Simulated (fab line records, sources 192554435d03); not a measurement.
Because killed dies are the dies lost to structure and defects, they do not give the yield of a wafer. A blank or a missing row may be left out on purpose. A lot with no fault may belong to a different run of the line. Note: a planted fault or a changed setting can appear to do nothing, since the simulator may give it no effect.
One fault seen from 2 desks / flow n5_finfet / what lay behind the numbers comes last; until then each desk has only its own

== AT THE TOOL OWNER'S DESK: plasma_asher-02 ==
The tool's own readings at N5_STI_FIN_REVEAL_OXIDATION_33 (chemistry O2 PLASMA REMOTE, time 20 s): means of the sampled wafers that have a number, for each lot that ran on this tool. Marked OUT: a lot whose mean sits more than 4 standard deviations from the usual mean, which makes it out of limits; the brackets give that distance.
Columns: A = chamber_pressure_mTorr at N5_STI_FIN_REVEAL_OXIDATION_33, usual 1000.0 mTorr; B = drypump_motor_current_A at N5_STI_FIN_REVEAL_OXIDATION_33, usual 5.8 A; C = heater_power_w at N5_STI_FIN_REVEAL_OXIDATION_33, usual 153 W
lot=L375; first seen here=day 2 14:07; A=1000.1; B=5.8; C=167
lot=L376; first seen here=day 2 21:08; A=999.9; B=5.9; C=146
lot=L385; first seen here=day 5 03:37; A=1000.4; B=5.9; C=144
lot=L392; first seen here=day 6 20:16; A=999.6; B=5.9; C=146
lot=L396; first seen here=day 7 18:57; A=1000.2; B=5.9; C=147
lot=L398; first seen here=day 8 05:44; A=999.3; B=5.9; C=149
Result from this desk: across the 6 lots, nothing is out of limits.

== FROM THE METROLOGY DESK ==
What the gauges read, lot by lot, whatever tool the lot ran on: means of the sampled wafers that have a number. Marked OUT: a lot whose mean sits more than 4 standard deviations from the usual mean, which makes it out of limits; the brackets give that distance. Of its 20 readings 7 are shown: the one that was out of limits first, and those that lie furthest out on some lot.
Columns: A = cd_nm at N5_STI_FIN_REVEAL_CD_MEAS_22, usual 6.29 nm; B = IOFF_N at N5_BEOL_M4_RC_MEAS_101, usual 0.168 nA/um; C = IOFF_N_85C at N5_BEOL_M4_RC_MEAS_101, usual 3.2 nA/um; D = IOFF_N_LIN at N5_BEOL_M4_RC_MEAS_101, usual 0.077 nA/um; E = IOFF_P at N5_BEOL_M4_RC_MEAS_101, usual 0.22 nA/um; F = IOFF_P_85C at N5_BEOL_M4_RC_MEAS_101, usual 3.8 nA/um; G = IOFF_P_LIN at N5_BEOL_M4_RC_MEAS_101, usual 0.103 nA/um
lot=L375; first seen here=day 2 14:17; A=6.31; B=0.184; C=3.6; D=0.083; E=0.22; F=3.8; G=0.103
lot=L376; first seen here=day 2 21:17; A=6.59; B=0.194; C=3.7; D=0.087; E=0.27; F=4.4; G=0.123
lot=L382; first seen here=day 4 08:15; A=7.47 (+4.4) OUT; B=0.462 (+9.8) OUT; C=7.5 (+9.1) OUT; D=0.206 (+12) OUT; E=0.50 (+8.3) OUT; F=7.6 (+7.8) OUT; G=0.231 (+9.9) OUT
lot=L383; first seen here=day 4 14:16; A=7.16; B=0.471 (+10) OUT; C=7.6 (+9.3) OUT; D=0.212 (+12) OUT; E=0.45 (+6.9) OUT; F=6.9 (+6.4) OUT; G=0.202 (+7.6) OUT
lot=L385; first seen here=day 5 03:47; A=6.34; B=0.210; C=3.8; D=0.093; E=0.24; F=4.1; G=0.106
lot=L392; first seen here=day 6 20:25; A=6.25; B=0.142; C=2.8; D=0.069; E=0.22; F=3.8; G=0.105
lot=L396; first seen here=day 7 19:07; A=6.26; B=0.188; C=3.6; D=0.086; E=0.24; F=4.1; G=0.110
lot=L398; first seen here=day 8 05:53; A=6.02; B=0.158; C=3.1; D=0.073; E=0.22; F=3.7; G=0.104
Finding of this desk: L382, L383 out of limits; the first was L382 at day 4 08:15, on cd_nm at N5_STI_FIN_REVEAL_CD_MEAS_22. L375, L376, L385, L392, L396, L398 stayed within limits.

== BROUGHT TOGETHER ==
L382, L383 would have let the metrology desk raise an alarm at day 4 08:15.
The desk of the tool owner found nothing out of limits.
The tool owner's desk has no number on record for L382, L383.
Of the lots named, all ran N5_STI_FIN_REVEAL_OXIDATION_33 on plasma_asher-02.

== WHAT THE SIMULATOR PUT IN ==
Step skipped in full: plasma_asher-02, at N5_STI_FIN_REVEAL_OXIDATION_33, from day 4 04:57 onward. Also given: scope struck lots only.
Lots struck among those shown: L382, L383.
Hours from the fault's start to each desk's first reading out of limits: the metrology desk, 3.
